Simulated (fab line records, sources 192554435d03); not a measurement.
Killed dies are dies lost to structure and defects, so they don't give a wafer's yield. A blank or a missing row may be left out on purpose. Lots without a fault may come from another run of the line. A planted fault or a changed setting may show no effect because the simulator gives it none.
A struck lot beside a sound one | flow n5_finfet | 37 steps out of a route of 1938
Sound: wafers L931.1, L931.2, L931.3. Struck: wafers L942.2, L942.4. (L942.5 of the same lot was not struck and is left out.) The cause comes at the end.
At each step with rows: each side's tool, then ch and its chambers, then its first start. Under that, the readings that differ: sound wafers | struck wafers | difference of the means | sigmas: that difference in standard deviations of wafers without a fault.
alike: readings whose means differ by less than 2 such deviations, and words and numbers that are the same on both sides. not compared: withheld readings, readings that some wafer has no value for, bounds like >300 that may hide the same value, and numbers for which the record gives no deviation and whose values overlap.
The two part at a step that has a row with sigmas, a row that says differs or no value, or rows on one side only. Numbers that don't overlap but have no deviation are shown without sigmas and don't part them. A reading that every wafer of one side lacks parts them only if that side has two wafers or more.

first, 8 steps without rows for these wafers: N5_BEOL_M0_ECD_118 (material Cu, target thk 300 nm); N5_BEOL_M0_ANNEAL_119 (time 90 s); N5_BEOL_M0_CMP_120 (polishes, stops on SiOC, t overpolish 6.9 s); N5_BEOL_M0_PRE_CLEAN_131 (time 15 s); N5_BEOL_M0_CO_CAP_123 (material Co, precursor CCTBA/H2, target thk 2 nm, time 102.1 s); N5_BEOL_M0_PRE_CLEAN_124 (time 15 s); N5_BEOL_M0_DEP_125 (deposits SiCN from 3MS/NH3, target thk 8 nm, time 14 s); N5_BEOL_M1_ILD_DEP_00 (deposits SiOC from DEMS/O2, target thk 79 nm, time 15.3 s).
N5_BEOL_M1_PECVD_72: deposits SiO2 from TEOS/O2, target thk 16 nm, time 18 s.
  sound on pecvd-04 ch 0,1,2, day 6 20:26; struck on pecvd-04 ch 0,1, day 9 17:13
  reading                                    | sound             | struck  | difference                    | sigmas
  rf_fwd_power_W (W)                         | 443.7 444.1 447.4 | - -     | no value on the struck wafers |
  model.SiO2_of_BEOL_M1_PECVD_72.thk_nm (nm) | 15.8 15.8 16.2    | 13.2 13 | -2.8                          |
  alike: chamber_pressure_Torr, heater_power_w, showerhead_plenum_p_Torr, throttle_valve_pct
then, 25 steps without rows for these wafers: N5_BEOL_M1_HM_DEP_02 (deposits TiN, target thk 20 nm); N5_BEOL_M1_COAT_61 (time 60 s, resist thk 60 nm); N5_BEOL_M1_COAT_62 (time 60 s, resist thk 12 nm); N5_BEOL_M1_COAT_73 (time 60 s, resist thk 5 nm); N5_BEOL_M1_COAT_05 (resist thk 30 nm); N5_BEOL_M1_EBR_07; N5_BEOL_M1_SOFTBAKE_06 (time 60 s); N5_BEOL_M1_EXPOSE_08 (exposes mask M1); N5_BEOL_M1_PEB_09 (peb time 60 s); N5_BEOL_M1_DEVELOP_10 (develop time 30 s); N5_BEOL_M1_DESCUM_16 (chemistry O2, time 7 s); N5_BEOL_M1_ETCH_74 (etches underlayer in N2/H2, target depth 6.5 nm, time 5.2 s); N5_BEOL_M1_ETCH_63 (etches SiARC in CF4, target depth 15.6 nm, time 26 s); N5_BEOL_M1_ETCH_64 (etches SOC in N2/H2, target depth 75 nm, overetch 15 nm, time 112.5 s); N5_BEOL_M1_STRIP_65 (strips in N2/H2); N5_BEOL_M1_STRIP_75 (strips in N2/H2); N5_BEOL_M1_STRIP_66 (strips in CF4); N5_BEOL_M1_HM_OPEN_17 (chemistry Cl2/BCl3, target TiN, target depth 20 nm, overetch 6 nm); N5_BEOL_M1_STRIP_19 (strips in O2); N5_BEOL_M1_COAT_67 (time 60 s, resist thk 60 nm); N5_BEOL_M1_COAT_68 (time 60 s, resist thk 12 nm); N5_BEOL_M1_COAT_76 (time 60 s, resist thk 5 nm); N5_BEOL_M1_COAT_22 (resist thk 30 nm); N5_BEOL_M1_EBR_24; N5_BEOL_M1_SOFTBAKE_23 (time 60 s).
N5_BEOL_M1_HM_STRIP_39: strips TiN in peroxide tin strip, target depth 25 nm, time 158 s.
  sound on wet_bench-06 ch 1,3,6, day 7 00:01; struck on wet_bench-03 ch 3,7, day 10 14:47
  reading                                    | sound        | struck  | difference | sigmas
  model.SiO2_of_BEOL_M1_PECVD_72.thk_nm (nm) | 15.8 15.8 16 | 13 12.8 | -3         |
N5_BEOL_M1_CMP_52: polishes, stops on SiOC, t overpolish 6.8 s, target thk 40 nm.
  sound on cmp-04 ch 0,1,2, day 7 04:52; struck on cmp-01 ch 0,1, day 10 19:11
  reading                      | sound          | struck    | difference | sigmas
  barrier_field_endpoint_s (s) | 24.6 25.6 25.1 | 21.2 20.5 | -4.2       | -6
  alike: motor_current_A, platen_rpm, retaining_ring_pressure_frac
N5_BEOL_M4_RC_MEAS_101:
  sound on prober-02 ch 0, day 9 11:38; struck on prober-02 ch 0, day 12 14:24
  alike: DIBL_N, DIBL_P, IOFF_N, IOFF_P, ION_N, ION_P, SS_N, SS_P, VT_N, VT_P

WHERE THEY PART
First at N5_BEOL_M1_PECVD_72; last, within this record, at N5_BEOL_M1_CMP_52. Later steps at which nothing parts them and some readings are alike: N5_BEOL_M4_RC_MEAS_101.

WHY: what the simulator had put in
Process parameter drift: pecvd-04, from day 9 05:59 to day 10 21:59, at N5_BEOL_M1_PECVD_72. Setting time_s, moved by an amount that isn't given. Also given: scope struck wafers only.
